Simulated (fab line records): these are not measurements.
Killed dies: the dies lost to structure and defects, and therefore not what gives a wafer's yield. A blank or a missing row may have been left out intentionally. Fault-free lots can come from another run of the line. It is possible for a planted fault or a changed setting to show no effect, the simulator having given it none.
fab line records ; flow n5Finfet
record lots=9; wafers=26; lastDay=18
route steps=1938 shown FIN_SAQP@139 FIN_CUT@164 BEOL_M4@1111 PASSIVATION@1936
lots that met no fault: taken from a fault-free run of the same line
startH: hours from the record's first day to the start of the lot's first wafer shown ; waitH: hours since the lot's step before ; " identical to the entry in the row above ; L1.1+2: a row that stands for several wafers ; - no value, or no start was given ; * or withheld: withheld ; < > ~ a bound
route shown NAME@n: names a module that has steps shown in the file, with the first one's number in the route ; usual: mean/standard deviation of fault-free wafers ; same: alike in all rows ; chamber/n: place in a boat ; sites: per-site readings ; _std_site: how widely they spread, as a standard deviation ; _edge_site: the outer-site mean with the inner-site mean subtracted ; radiusMm: how far each site lies from the wafer's centre ; mask NAME#n: copy n ; behind: the tool/chamber that last shaped the wafer ; hold: why the lot went on hold/how many hours it stayed there/how the hold came to an end ; device: whichever transistor did not switch (one of n, p or np) ; end of line: the tests these same wafers got at the end of their route ; a step given without rows: its recipe and nothing more ; killed: dies lost to structure and defects at the first sort, not the wafer's yield ; map: the dies of a wafer, with x for killed, . for not killed, _ for no die there
set.NAME: the run value of the setting; set.NAME@STEP: its run value at that earlier step ; model.NAME: the simulator's own value behind a step, which no gauge read
one table for each step of the route and one row for each wafer, over a sample of lots
services: from which hour (startH, from the record's first day; less than 0 if before it) a tool's chamber was out of use, for how many hours, and why
## steps
# step N5_FIN_SAQP_SPACER2_ETCHBACK_29
# recipe chemistry=CHF3/O2; mode=anisotropicEtchback; target=SiO2; targetDepthA=122; timeS=6.1; pressureMtorr=30; sourceW=650; biasW=170; Ar_flow_sccm=200; CHF3_flow_sccm=50; O2_flow_sccm=5; ionEnergyEv=200
# usual drypumpMotorCurrentA=5.7/0.33; oes_ar_750_au=0.80/0.094; oesProductAu=0.80/0.096; rfVppV=522/10; showerheadPlenumPTorr=2.42/0.082; throttleValvePct=19.00/0.23
# same timeS=6.1
lot.wafer;tool;chamber;startH;waitH;drypumpMotorCurrentA;oes_ar_750_au;oesProductAu;rfHoursCounterH;rfVppV;showerheadPlenumPTorr;throttleValvePct
L677.3;rieDiel-05;1;31.41;0.2;5.8;0.97;0.98;3;519;2.49;18.60
L677.4;rieDiel-05;3;31.41;0.2;5.3;0.71;0.69;226;522;2.36;19.42
L677.6;rieDiel-05;3;31.41;0.2;5.3;0.69;0.69;-;524;2.36;19.42
L679.1;rieDiel-01;0;44.83;0.2;6.2;0.87;0.86;71;521;2.45;18.97
L679.3;rieDiel-01;2;44.83;0.2;6.2;0.73;0.70;221;502;2.51;19.25
L679.5;rieDiel-01;0;44.83;0.2;6.2;0.87;0.86;-;521;2.45;18.98
L687.5;rieDiel-01;1;94.94;0.1;5.9;0.81;0.83;-;538;2.54;18.75
L687.6;rieDiel-01;0;94.94;0.1;6.2;0.86;0.84;-;521;2.45;19.00
L692.1;rieDiel-01;1;123.87;0.2;5.9;0.81;0.82;81;537;2.54;18.76
L692.5;rieDiel-01;1;123.87;0.2;6.0;0.81;0.82;-;536;2.54;18.77
L692.6;rieDiel-01;0;123.87;0.2;6.2;0.85;0.83;-;520;2.44;19.05
L693.2;rieDiel-01;3;127.41;0.2;5.1;0.67;0.66;241;509;2.27;19.03
L693.4;rieDiel-01;1;127.41;0.2;5.9;0.80;0.82;82;535;2.54;18.77
L693.6;rieDiel-01;0;127.41;0.2;6.2;0.84;0.83;-;521;2.44;19.02
L695.3;rieDiel-05;1;140.43;0.2;5.8;0.88;0.89;40;519;2.47;18.64
L695.4;rieDiel-05;0;140.43;0.2;5.8;0.74;0.75;178;521;2.37;18.75
L695.5;rieDiel-05;3;140.43;0.2;5.3;0.97;0.98;-;522;2.35;19.02
L697.1;rieDiel-01;0;153.44;0.6;6.2;0.84;0.81;110;520;2.44;19.04
L697.5;rieDiel-01;0;153.44;0.6;6.2;0.83;0.81;-;520;2.44;19.04
L697.6;rieDiel-01;2;153.44;0.6;6.2;1.03;1.05;-;532;2.50;18.98
L698.1;rieDiel-03;3;160.30;0.4;5.6;0.88;0.86;57;514;2.46;18.82
L698.2;rieDiel-03;0;160.30;0.4;5.6;0.71;0.72;187;535;2.48;19.26
L698.3;rieDiel-03;1;160.30;0.4;5.4;0.72;0.72;208;529;2.31;19.24
L699.1;rieDiel-01;1;166.57;0.2;5.9;0.78;0.79;104;536;2.53;18.80
L699.4;rieDiel-01;0;166.57;0.2;6.2;0.83;0.80;-;520;2.43;19.06
L699.5;rieDiel-01;1;166.57;0.2;5.9;0.78;0.79;-;536;2.53;18.81
# step N5_FIN_SAQP_CD_MEAS_31
# recipe targetCdNm=8; landingEnergyEv=1000; detector=seInlens; polarity=line
# usual cdNm=8.08/0.25
lot.wafer;tool;chamber;startH;waitH;cdNm
L677.3;cdSem-01;0;31.61;0.1;8.13
L677.4;cdSem-01;0;31.61;0.1;8.31
L677.6;cdSem-01;0;31.61;0.1;7.88
L679.1;cdSem-02;0;45.03;0.1;7.68
L679.3;cdSem-02;0;45.03;0.1;8.67
L679.5;cdSem-02;0;45.03;0.1;8.18
L687.5;cdSem-01;0;95.12;0.0;8.17
L687.6;cdSem-01;0;95.12;0.0;7.61
L692.1;cdSem-03;0;124.06;0.1;7.84
L692.5;cdSem-03;0;124.06;0.1;7.99
L692.6;cdSem-03;0;124.06;0.1;8.20
L693.2;cdSem-03;0;127.61;0.1;8.37
L693.4;cdSem-03;0;127.61;0.1;7.82
L693.6;cdSem-03;0;127.61;0.1;8.42
L695.3;cdSem-03;0;140.64;0.1;7.91
L695.4;cdSem-03;0;140.64;0.1;7.64
L695.5;cdSem-03;0;140.64;0.1;8.17
L697.1;cdSem-02;0;153.64;0.1;8.45
L697.5;cdSem-02;0;153.64;0.1;8.10
L697.6;cdSem-02;0;153.64;0.1;8.41
L698.1;cdSem-01;0;160.49;0.1;8.11
L698.2;cdSem-01;0;160.49;0.1;8.22
L698.3;cdSem-01;0;160.49;0.1;8.22
L699.1;cdSem-01;0;166.78;0.1;8.75
L699.4;cdSem-01;0;166.78;0.1;8.36
L699.5;cdSem-01;0;166.78;0.1;8.04
# step N5_FIN_CUT_OVL_MEAS_09
# recipe pointsPerWafer=522
# usual FIN_CUT_OVL=0.1/0.66
lot.wafer;tool;chamber;startH;waitH;FIN_CUT_OVL[nm]
L677.3;overlay-02;0;32.66;0.0;0.4
L677.4;overlay-02;0;32.66;0.0;-0.6
L677.6;overlay-02;0;32.66;0.0;0.1
L679.1;overlay-02;0;46.30;0.0;-0.1
L679.3;overlay-02;0;46.30;0.0;-0.2
L679.5;overlay-02;0;46.30;0.0;-0.2
L687.5;overlay-01;0;96.05;0.0;-0.2
L687.6;overlay-01;0;96.05;0.0;1.6
L692.1;overlay-01;0;125.15;0.0;-0.8
L692.5;overlay-01;0;125.15;0.0;-0.3
L692.6;overlay-01;0;125.15;0.0;-0.6
L693.2;overlay-02;0;128.70;0.0;-0.3
L693.4;overlay-02;0;128.70;0.0;-0.1
L693.6;overlay-02;0;128.70;0.0;-0.2
L695.3;overlay-02;0;141.95;0.0;0.3
L695.4;overlay-02;0;141.95;0.0;-0.9
L695.5;overlay-02;0;141.95;0.0;0.3
L697.1;overlay-02;0;154.88;0.0;0.8
L697.5;overlay-02;0;154.88;0.0;1.0
L697.6;overlay-02;0;154.88;0.0;-0.5
L698.1;overlay-01;0;161.64;0.0;1.4
L698.2;overlay-01;0;161.64;0.0;-0.2
L698.3;overlay-01;0;161.64;0.0;1.6
L699.1;overlay-02;0;167.82;0.0;-0.5
L699.4;overlay-02;0;167.82;0.0;-1.2
L699.5;overlay-02;0;167.82;0.0;-0.2
# step N5_FIN_CUT_CUT_ETCH_26
# recipe chemistry=CH3F/O2; target=SiNx; targetDepthA=390; maskMaterial=SOC; timeS=55.7; pressureMtorr=30; sourceW=395; biasW=73; Ar_flow_sccm=150; CH3F_flow_sccm=30; O2_flow_sccm=20; ionEnergyEv=120
# usual drypumpMotorCurrentA=5.7/0.5; oes_ar_750_au=0.76/0.065; oesProductAu=0.76/0.073; rfVppV=299/8.9; showerheadPlenumPTorr=2.01/0.062; throttleValvePct=16.5/0.32
# same timeS=55.7
lot.wafer;tool;chamber;startH;waitH;drypumpMotorCurrentA;oes_ar_750_au;oesProductAu;rfHoursCounterH;rfVppV;showerheadPlenumPTorr;throttleValvePct
L677.3;rieDiel-04;3;33.47;0.0;5.3;0.75;0.75;164;302;2.10;16.3
L677.4;rieDiel-04;2;33.47;0.0;6.1;0.72;0.71;180;298;2.08;16.7
L677.6;rieDiel-04;3;33.47;0.0;5.3;0.75;0.75;-;302;2.10;16.3
L679.1;rieDiel-04;1;48.70;0.0;6.5;0.82;0.83;70;317;2.01;15.9
L679.3;rieDiel-04;2;48.70;0.0;6.1;0.72;0.71;186;297;2.08;16.7
L679.5;rieDiel-04;0;48.70;0.0;5.6;0.72;0.71;-;292;1.98;16.8
L687.5;rieDiel-04;3;96.58;0.0;5.3;0.73;1.00;-;301;2.09;16.4
L687.6;rieDiel-04;2;96.58;0.0;6.1;0.72;0.96;-;296;2.07;16.8
L692.1;rieDiel-02;3;125.68;0.0;5.0;0.79;0.79;117;303;1.94;16.8
L692.5;rieDiel-02;0;125.68;0.0;6.0;0.77;0.77;-;291;2.00;16.7
L692.6;rieDiel-02;1;125.68;0.0;5.9;0.86;0.87;-;286;1.95;16.0
L693.2;rieDiel-02;3;129.23;0.0;5.1;0.79;0.79;118;303;1.94;16.8
L693.4;rieDiel-02;0;129.23;0.0;6.0;0.77;0.76;159;290;2.00;16.7
L693.6;rieDiel-02;2;129.23;0.0;5.8;0.68;0.67;-;302;1.97;16.1
L695.3;rieDiel-06;3;142.50;0.0;5.3;0.77;0.76;150;291;1.93;16.7
L695.4;rieDiel-06;0;142.50;0.0;5.3;0.85;0.85;-;301;1.95;16.5
L695.5;rieDiel-06;3;142.50;0.0;5.3;0.77;0.76;-;291;1.93;16.7
L697.1;rieDiel-06;0;155.41;0.0;5.3;0.84;0.86;50;301;1.95;16.4
L697.5;rieDiel-06;2;155.41;0.0;4.8;0.68;0.66;-;295;2.07;16.6
L697.6;rieDiel-06;0;155.41;0.0;5.3;0.84;0.86;-;300;1.95;16.4
L698.1;rieDiel-02;0;162.22;0.0;5.9;0.76;0.76;169;291;1.99;16.8
L698.2;rieDiel-02;2;162.22;0.0;5.8;0.68;0.67;220;302;1.96;16.2
L698.3;rieDiel-02;1;162.22;0.0;5.9;0.85;0.84;63;285;1.94;16.0
L699.1;rieDiel-06;1;168.55;0.0;5.1;0.92;0.96;4;309;2.14;16.1
L699.4;rieDiel-06;1;168.55;0.0;5.1;0.92;0.95;-;309;2.14;16.1
L699.5;rieDiel-06;3;168.55;0.0;5.3;0.77;0.75;-;290;1.92;16.7
# step N5_BEOL_M4_RC_MEAS_101
# usual DIBL_N=35.4/2.1; DIBL_P=34.8/2.6; IOFF_N=0.15/0.037; IOFF_P=0.19/0.037; ION_N=677/16; ION_P=462/9.3; SS_N=71.4/0.75; SS_P=72.9/0.77; VT_N=250/3.7; VT_P=-251/3.5
lot.wafer;tool;chamber;startH;waitH;DIBL_N[mV/V];DIBL_P[mV/V];IOFF_N[nA/um];IOFF_P[nA/um];ION_N[uA/um];ION_P[uA/um];SS_N[mV/dec];SS_P[mV/dec];VT_N[mV];VT_P[mV]
L677.3;prober-02;0;183.90;0.3;34.8;32.0;0.13;0.19;679;472;70.9;72.6;250;-248
L677.4;prober-02;0;183.90;0.3;35.0;32.7;0.14;0.20;682;478;71.0;72.5;249;-250
L677.6;prober-02;0;183.90;0.3;33.1;30.1;0.11;0.17;672;470;70.0;72.6;253;-251
L679.1;prober-02;0;198.45;0.2;34.7;35.4;0.15;0.18;697;463;70.7;72.6;249;-256
L679.3;prober-02;0;198.45;0.2;31.1;31.0;0.09;0.13;665;461;70.3;71.1;256;-256
L679.5;prober-02;0;198.45;0.2;35.3;35.7;0.14;0.19;679;464;71.1;72.5;249;-252
L687.5;prober-02;0;251.83;0.6;39.5;41.3;0.25;0.31;712;480;72.6;74.3;242;-243
L687.6;prober-02;0;251.83;0.6;32.7;31.6;0.11;0.14;669;457;70.9;72.1;253;-254
L693.2;prober-01;0;269.96;0.2;33.1;32.2;0.11;0.15;662;448;69.8;71.9;252;-255
L693.4;prober-01;0;269.96;0.2;32.3;31.9;0.11;0.15;682;472;70.4;73.0;253;-253
L693.6;prober-01;0;269.96;0.2;33.5;33.4;0.13;0.16;668;456;71.0;72.7;251;-251
L692.1;prober-01;0;278.83;0.0;37.6;37.1;0.17;0.22;678;467;71.9;73.8;248;-246
L692.5;prober-01;0;278.83;0.0;35.6;36.4;0.13;0.20;662;464;71.2;72.4;254;-250
L692.6;prober-01;0;278.83;0.0;38.4;37.6;0.22;0.24;669;460;72.4;73.7;249;-248
L695.3;prober-01;0;286.65;0.3;36.2;36.9;0.18;0.22;694;472;72.3;72.9;247;-249
L695.4;prober-01;0;286.65;0.3;37.5;38.8;0.21;0.25;697;472;72.2;73.3;246;-249
L695.5;prober-01;0;286.65;0.3;37.8;38.8;0.20;0.24;696;471;72.2;73.0;245;-245
L697.1;prober-01;0;303.81;0.3;40.6;40.7;0.28;0.31;709;480;73.2;74.6;241;-246
L697.5;prober-01;0;303.81;0.3;38.2;37.9;0.23;0.25;708;479;72.2;73.6;244;-245
L697.6;prober-01;0;303.81;0.3;36.6;36.7;0.18;0.22;702;478;72.0;73.9;246;-247
L699.1;prober-02;0;326.03;0.0;38.0;40.0;0.22;0.26;710;477;72.6;73.7;242;-247
L699.4;prober-02;0;326.03;0.0;36.1;37.1;0.18;0.23;701;476;71.7;73.3;247;-250
L699.5;prober-02;0;326.03;0.0;36.0;36.9;0.17;0.21;689;467;71.4;73.6;246;-250
L698.1;prober-01;0;327.31;0.0;35.5;35.0;0.15;0.23;676;468;71.7;73.1;254;-243
L698.2;prober-01;0;327.31;0.0;32.7;31.9;0.11;0.18;672;472;70.3;71.7;254;-247
L698.3;prober-01;0;327.31;0.0;35.4;36.6;0.16;0.25;688;474;71.5;72.9;249;-244
# step N5_PASSIVATION_PROBE_49
# usual defectLimitedYield=90.5/1.7; killed_at_M0_to_M3=37/12; killed_at_M4_up=14/5.2; killedAtContacts=12/5.9; killedAtFrontEnd=45/14; killedAtOther=3.5/2.8; killedDies=112/21; killedOpen=73/15; killedShort=36/8.9; sort_bin_4_leakage=0.00/0.007; sort_bin_5_function=5.6/1.2; sort_bin_6_memory=3.5/0.68; sort_bin_8_speed=0.01/0.1; sortNPass=1068/21; sortYieldPct=90.5/1.8
# same grossDies=1180; killedAtBackSide=0
lot.wafer;tool;chamber;startH;waitH;defectLimitedYield[%];killed_at_M0_to_M3;killed_at_M4_up;killedAtContacts;killedAtFrontEnd;killedAtOther;killedDies;killedOpen;killedShort;sort_bin_4_leakage[%];sort_bin_5_function[%];sort_bin_6_memory[%];sort_bin_8_speed[%];sortNPass;sortYieldPct[%]
L687.5;prober-02;-;361.28;0.2;89.4;40;19;13;49;4;125;92;31;0;6.4;3.9;0;1055;89.4
L687.6;prober-02;-;361.33;0.3;92.0;17;8;11;57;1;94;54;37;0;5.1;2.5;0;1086;92.0
L693.2;prober-01;-;379.66;0.4;89.2;27;27;18;53;2;127;83;41;0;6.8;3.8;0;1053;89.2
L693.4;prober-01;-;379.76;0.5;89.5;28;17;17;60;2;124;75;44;0;6.2;3.7;0;1056;89.5
L693.6;prober-01;-;379.86;0.6;89.1;63;8;17;40;1;129;82;45;0;7.0;3.4;0;1051;89.1
L692.1;prober-01;-;379.91;0.6;90.7;46;11;8;39;6;110;77;30;0;5.5;3.3;0;1070;90.7
L692.5;prober-01;-;380.11;0.8;92.9;28;7;16;28;5;84;56;23;0;4.7;2.0;0;1096;92.9
L692.6;prober-01;-;380.16;0.8;90.7;42;9;7;44;8;110;75;32;0;5.0;4.1;0;1070;90.7
# killed by level:class
L687.5 BEOL_M2:geometricParticle:open=20 MOL_CONTACT_COAG:geometricParticle:open=11 BEOL_M0_SAQP:geometricParticle:open=10 FIN_SAQP:geometricParticle:open=9 FIN_SAQP:geometricParticle:short=9 BEOL_M4:geometricParticle:open=9 STI_FIN_REVEAL:geometricParticle:open=5 DUMMY_GATE:geometricParticle:open=4
L687.6 STI_FIN_REVEAL:geometricParticle:open=11 MOL_CONTACT_COAG:geometricParticle:open=10 FIN_SAQP:geometricParticle:short=8 GATE_CUT:geometricParticle:short=7 FIN_SAQP:geometricParticle:open=6 GATE_CUT:geometricParticle:open=6 STARTING-WAFER:geometricParticle:open=5 BEOL_M0_SAQP:geometricParticle:short=5
L693.2 STI_FIN_REVEAL:geometricParticle:open=16 MOL_CONTACT_COAG:geometricParticle:open=13 BEOL_M4:geometricParticle:open=13 DUMMY_GATE:geometricParticle:open=9 FIN_SAQP:geometricParticle:short=8 MOL_CONTACT_COAG:geometricParticle:short=5 BEOL_M1:geometricParticle:open=5 BEOL_M5:geometricParticle:open=5
L693.4 FIN_SAQP:geometricParticle:open=12 MOL_CONTACT_COAG:geometricParticle:open=12 BEOL_M4:geometricParticle:open=7 FIN_SAQP:geometricParticle:short=6 BEOL_M0_SAQP:geometricParticle:short=6 STI_FIN_REVEAL:geometricParticle:open=5 MOL_CONTACT_COAG:geometricParticle:short=5 BEOL_M4:geometricParticle:short=5
L693.6 BEOL_M0_SAQP:geometricParticle:open=27 BEOL_M0_SAQP:geometricParticle:short=17 MOL_CONTACT_COAG:geometricParticle:open=13 FIN_SAQP:geometricParticle:short=12 FIN_SAQP:geometricParticle:open=10 BEOL_M1:geometricParticle:open=5 STARTING-WAFER:geometricParticle:open=5 STI_FIN_REVEAL:geometricParticle:open=4
L692.1 STI_FIN_REVEAL:geometricParticle:open=12 BEOL_M1:geometricParticle:open=10 FIN_SAQP:geometricParticle:open=8 BEOL_M0_SAQP:geometricParticle:short=7 BEOL_M0_SAQP:geometricParticle:open=7 BEOL_M2:geometricParticle:open=7 MOL_CONTACT_COAG:geometricParticle:open=6 BEOL_M3:geometricParticle:open=6
L692.5 MOL_CONTACT_COAG:geometricParticle:open=10 BEOL_M3:geometricParticle:open=10 STI_FIN_REVEAL:geometricParticle:open=7 STARTING-WAFER:geometricParticle:short=6 BEOL_M2:geometricParticle:open=5 MOL_CONTACT_COAG:geometricParticle:short=4 BEOL_M1:geometricParticle:open=4 FIN_SAQP:geometricParticle:open=3
L692.6 FIN_SAQP:geometricParticle:open=9 BEOL_M0_SAQP:geometricParticle:open=9 BEOL_M0_SAQP:geometricParticle:short=7 FIN_SAQP:geometricParticle:short=6 STI_FIN_REVEAL:geometricParticle:open=6 MOL_CONTACT_COAG:geometricParticle:open=6 BEOL_M1:geometricParticle:open=6 BEOL_M2:geometricParticle:open=6
## services
tool;chamber;startH;hours;kind
rieDiel-03;2;17.48;1.4;repair
rieDiel-04;3;21.75;5.6;repair
rieDiel-02;-;27.88;28.1;pm
rieDiel-03;-;33.78;0.2;repair
rieDiel-03;1;52.70;4.1;repair
rieDiel-03;2;60.98;1.8;repair
rieDiel-01;-;87.14;1.0;repair
rieDiel-02;3;87.44;2.6;repair
rieDiel-04;2;109.23;1.6;repair
rieDiel-06;2;112.41;19.7;repair
rieDiel-01;2;134.57;-;clean
rieDiel-01;2;134.57;-;consumableReplace:esc
rieDiel-01;2;134.57;-;consumableReplace:focusRing
rieDiel-01;2;134.57;18.7;scheduledDown
rieDiel-01;2;134.57;18.7;ventCycle
rieDiel-04;0;138.95;5.4;repair
rieDiel-01;-;141.22;1.0;repair
rieDiel-05;-;143.37;14.6;pm
rieDiel-03;3;149.91;2.5;repair
rieDiel-01;3;153.44;-;clean
rieDiel-01;3;153.44;-;consumableReplace:focusRing
rieDiel-01;3;153.44;-;consumableReplace:showerhead
rieDiel-01;3;153.44;27.5;scheduledDown
rieDiel-01;3;153.44;27.5;ventCycle
## key
firstSign step=N5_FIN_CUT_CUT_ETCH_26; reading=oesProductAu; direction=up; sigmas=3.1; usual=0.76; struck=0.98
effect none on later readings
metAt N5_FIN_CUT_CUT_ETCH_26
struckLots L687
struckWafers L687.5,L687.6
notActingAt N5_FIN_SAQP_SPACER2_ETCHBACK_29,N5_FIN_SAQP_CD_MEAS_31,N5_FIN_CUT_OVL_MEAS_09
onsetBetween 48.70 96.58
fault kind=processParameterDrift; tool=rieDiel-04; chamber=-; onsetH=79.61; steps=N5_FIN_CUT_CUT_ETCH_26; channel=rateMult; offset=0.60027; shape=step; endH=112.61; scope=struckWafersOnly
